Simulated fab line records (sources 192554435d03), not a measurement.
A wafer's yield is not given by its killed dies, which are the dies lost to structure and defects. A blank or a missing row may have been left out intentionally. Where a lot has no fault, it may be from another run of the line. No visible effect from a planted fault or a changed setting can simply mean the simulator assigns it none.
Matching of chambers || flow n5-finfet || N5_FIN_SAQP_ETCH_52 on rie-diel-03: 4 sister chambers
The step etches SOC in N2/H2, target depth 100 nm, overetch 20 nm, time 150 s. 30 wafers are shown with their chamber, then 12 later ones without.

== WAFERS, EACH WITH ITS CHAMBER ==
{"wafer": "L075.1", "chamber": 2, "drypump-motor-current-A (A)": 5.7, "showerhead-plenum-p-Torr (Torr)": 2.69, "throttle-valve-pct (%)": 17.77}
{"wafer": "L075.2", "chamber": 1, "drypump-motor-current-A (A)": 5.8, "showerhead-plenum-p-Torr (Torr)": 2.40, "throttle-valve-pct (%)": 17.72}
{"wafer": "L075.3", "chamber": 3, "drypump-motor-current-A (A)": 5.1, "showerhead-plenum-p-Torr (Torr)": 2.43, "throttle-valve-pct (%)": 17.89}
{"wafer": "L075.4", "chamber": 0, "drypump-motor-current-A (A)": 6.0, "showerhead-plenum-p-Torr (Torr)": 2.64, "throttle-valve-pct (%)": 18.09}
{"wafer": "L075.5", "chamber": 0, "drypump-motor-current-A (A)": 6.0, "showerhead-plenum-p-Torr (Torr)": 2.64, "throttle-valve-pct (%)": 18.09}
{"wafer": "L075.6", "chamber": 1, "drypump-motor-current-A (A)": 5.8, "showerhead-plenum-p-Torr (Torr)": 2.40, "throttle-valve-pct (%)": 17.72}
{"wafer": "L076.1", "chamber": 2, "drypump-motor-current-A (A)": 5.7, "showerhead-plenum-p-Torr (Torr)": 2.69, "throttle-valve-pct (%)": 17.78}
{"wafer": "L076.3", "chamber": 3, "drypump-motor-current-A (A)": 5.1, "showerhead-plenum-p-Torr (Torr)": 2.43, "throttle-valve-pct (%)": 17.87}
{"wafer": "L076.5", "chamber": 1, "drypump-motor-current-A (A)": 5.8, "showerhead-plenum-p-Torr (Torr)": 2.40, "throttle-valve-pct (%)": 17.71}
{"wafer": "L079.1", "chamber": 3, "drypump-motor-current-A (A)": 5.1, "showerhead-plenum-p-Torr (Torr)": 2.43, "throttle-valve-pct (%)": 17.91}
{"wafer": "L079.2", "chamber": 1, "drypump-motor-current-A (A)": 5.8, "showerhead-plenum-p-Torr (Torr)": 2.39, "throttle-valve-pct (%)": 17.74}
{"wafer": "L079.3", "chamber": 2, "drypump-motor-current-A (A)": 5.7, "showerhead-plenum-p-Torr (Torr)": 2.69, "throttle-valve-pct (%)": 17.80}
{"wafer": "L079.4", "chamber": 0, "drypump-motor-current-A (A)": 6.0, "showerhead-plenum-p-Torr (Torr)": 2.64, "throttle-valve-pct (%)": 18.10}
{"wafer": "L079.5", "chamber": 1, "drypump-motor-current-A (A)": 5.8, "showerhead-plenum-p-Torr (Torr)": 2.39, "throttle-valve-pct (%)": 17.72}
{"wafer": "L079.6", "chamber": 2, "drypump-motor-current-A (A)": 5.6, "showerhead-plenum-p-Torr (Torr)": 2.69, "throttle-valve-pct (%)": 17.79}
{"wafer": "L083.1", "chamber": 3, "drypump-motor-current-A (A)": 5.1, "showerhead-plenum-p-Torr (Torr)": 2.42, "throttle-valve-pct (%)": 17.93}
{"wafer": "L083.2", "chamber": 2, "drypump-motor-current-A (A)": 5.7, "showerhead-plenum-p-Torr (Torr)": 2.68, "throttle-valve-pct (%)": 17.82}
{"wafer": "L083.3", "chamber": 0, "drypump-motor-current-A (A)": 6.0, "showerhead-plenum-p-Torr (Torr)": 2.63, "throttle-valve-pct (%)": 18.12}
{"wafer": "L083.4", "chamber": 2, "drypump-motor-current-A (A)": 5.7, "showerhead-plenum-p-Torr (Torr)": 2.68, "throttle-valve-pct (%)": 17.81}
{"wafer": "L083.5", "chamber": 3, "drypump-motor-current-A (A)": 5.1, "showerhead-plenum-p-Torr (Torr)": 2.42, "throttle-valve-pct (%)": 17.92}
{"wafer": "L083.6", "chamber": 0, "drypump-motor-current-A (A)": 6.0, "showerhead-plenum-p-Torr (Torr)": 2.63, "throttle-valve-pct (%)": 18.14}
{"wafer": "L089.1", "chamber": 0, "drypump-motor-current-A (A)": 6.0, "showerhead-plenum-p-Torr (Torr)": 2.63, "throttle-valve-pct (%)": 18.13}
{"wafer": "L089.4", "chamber": 2, "drypump-motor-current-A (A)": 5.7, "showerhead-plenum-p-Torr (Torr)": 2.68, "throttle-valve-pct (%)": 17.84}
{"wafer": "L089.6", "chamber": 2, "drypump-motor-current-A (A)": 5.6, "showerhead-plenum-p-Torr (Torr)": 2.68, "throttle-valve-pct (%)": 17.84}
{"wafer": "L091.1", "chamber": 0, "drypump-motor-current-A (A)": 6.0, "showerhead-plenum-p-Torr (Torr)": 2.62, "throttle-valve-pct (%)": 18.15}
{"wafer": "L091.4", "chamber": 3, "drypump-motor-current-A (A)": 5.1, "showerhead-plenum-p-Torr (Torr)": 2.41, "throttle-valve-pct (%)": 17.93}
{"wafer": "L091.5", "chamber": 3, "drypump-motor-current-A (A)": 5.1, "showerhead-plenum-p-Torr (Torr)": 2.41, "throttle-valve-pct (%)": 17.95}
{"wafer": "L093.1", "chamber": 2, "drypump-motor-current-A (A)": 5.6, "showerhead-plenum-p-Torr (Torr)": 2.68, "throttle-valve-pct (%)": 17.86}
{"wafer": "L093.4", "chamber": 1, "drypump-motor-current-A (A)": 5.8, "showerhead-plenum-p-Torr (Torr)": 2.70, "throttle-valve-pct (%)": 17.39}
{"wafer": "L093.6", "chamber": 2, "drypump-motor-current-A (A)": 5.6, "showerhead-plenum-p-Torr (Torr)": 2.67, "throttle-valve-pct (%)": 17.86}

SIGNATURES, as means of the wafers listed above
{"reading": "drypump-motor-current-A", "chamber 0": 6.000, "chamber 1": 5.800, "chamber 2": 5.660, "chamber 3": 5.100, "scatter within a chamber": 0.0304}
{"reading": "showerhead-plenum-p-Torr", "chamber 0": 2.6329, "chamber 1": 2.4467, "chamber 2": 2.6830, "chamber 3": 2.4214, "scatter within a chamber": 0.0549}
{"reading": "throttle-valve-pct", "chamber 0": 18.1171, "chamber 1": 17.6667, "chamber 2": 17.8170, "chamber 3": 17.9143, "scatter within a chamber": 0.0649}
Rule: a wafer's distance from a chamber is the root of the sum, over the readings, of the square of ((its reading less the chamber's mean) divided by the reading's scatter). If the next closest chamber is less than 2 further off than the closest, the wafer can't be placed; otherwise it belongs to the closest. The scatter is the square root of a quotient: the sum, over the shown wafers, of each reading's squared deviation from its chamber's mean, divided by wafers minus chambers.

== WAFERS WHOSE CHAMBER IS MISSING ==
{"wafer": "L094.1", "drypump-motor-current-A (A)": 5.7, "showerhead-plenum-p-Torr (Torr)": 2.67, "throttle-valve-pct (%)": 17.85}
{"wafer": "L094.2", "drypump-motor-current-A (A)": 5.1, "showerhead-plenum-p-Torr (Torr)": 2.41, "throttle-valve-pct (%)": 17.97}
{"wafer": "L094.3", "drypump-motor-current-A (A)": 5.8, "showerhead-plenum-p-Torr (Torr)": 2.70, "throttle-valve-pct (%)": 17.36}
{"wafer": "L094.4", "drypump-motor-current-A (A)": 6.0, "showerhead-plenum-p-Torr (Torr)": 2.62, "throttle-valve-pct (%)": 18.16}
{"wafer": "L094.5", "drypump-motor-current-A (A)": 5.6, "showerhead-plenum-p-Torr (Torr)": 2.67, "throttle-valve-pct (%)": 17.84}
{"wafer": "L094.6", "drypump-motor-current-A (A)": 5.1, "showerhead-plenum-p-Torr (Torr)": 2.41, "throttle-valve-pct (%)": 17.96}
{"wafer": "L095.1", "drypump-motor-current-A (A)": 6.0, "showerhead-plenum-p-Torr (Torr)": 2.62, "throttle-valve-pct (%)": 18.16}
{"wafer": "L095.2", "drypump-motor-current-A (A)": 5.1, "showerhead-plenum-p-Torr (Torr)": 2.41, "throttle-valve-pct (%)": 17.95}
{"wafer": "L095.3", "drypump-motor-current-A (A)": 5.6, "showerhead-plenum-p-Torr (Torr)": 2.67, "throttle-valve-pct (%)": 17.86}
{"wafer": "L095.4", "drypump-motor-current-A (A)": 5.8, "showerhead-plenum-p-Torr (Torr)": 2.70, "throttle-valve-pct (%)": 17.41}
{"wafer": "L095.5", "drypump-motor-current-A (A)": 6.0, "showerhead-plenum-p-Torr (Torr)": 2.62, "throttle-valve-pct (%)": 18.16}
{"wafer": "L095.6", "drypump-motor-current-A (A)": 5.8, "showerhead-plenum-p-Torr (Torr)": 2.70, "throttle-valve-pct (%)": 17.38}

== CHAMBER TAKEN BY EACH ==
{"wafer": "L094.1", "from the rows above": 2, "in truth": 2}
{"wafer": "L094.2", "from the rows above": 3, "in truth": 3}
{"wafer": "L094.3", "from the rows above": "can't be placed: 1 or 2", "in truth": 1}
{"wafer": "L094.4", "from the rows above": 0, "in truth": 0}
{"wafer": "L094.5", "from the rows above": 2, "in truth": 2}
{"wafer": "L094.6", "from the rows above": 3, "in truth": 3}
{"wafer": "L095.1", "from the rows above": 0, "in truth": 0}
{"wafer": "L095.2", "from the rows above": 3, "in truth": 3}
{"wafer": "L095.3", "from the rows above": 2, "in truth": 2}
{"wafer": "L095.4", "from the rows above": "can't be placed: 1 or 2", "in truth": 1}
{"wafer": "L095.5", "from the rows above": 0, "in truth": 0}
{"wafer": "L095.6", "from the rows above": "can't be placed: 1 or 2", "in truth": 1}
9 of 12 placed correctly. Cannot be placed on the basis of these rows: 3; the candidates contain the true chamber in 3. Number placed wrongly: 0.
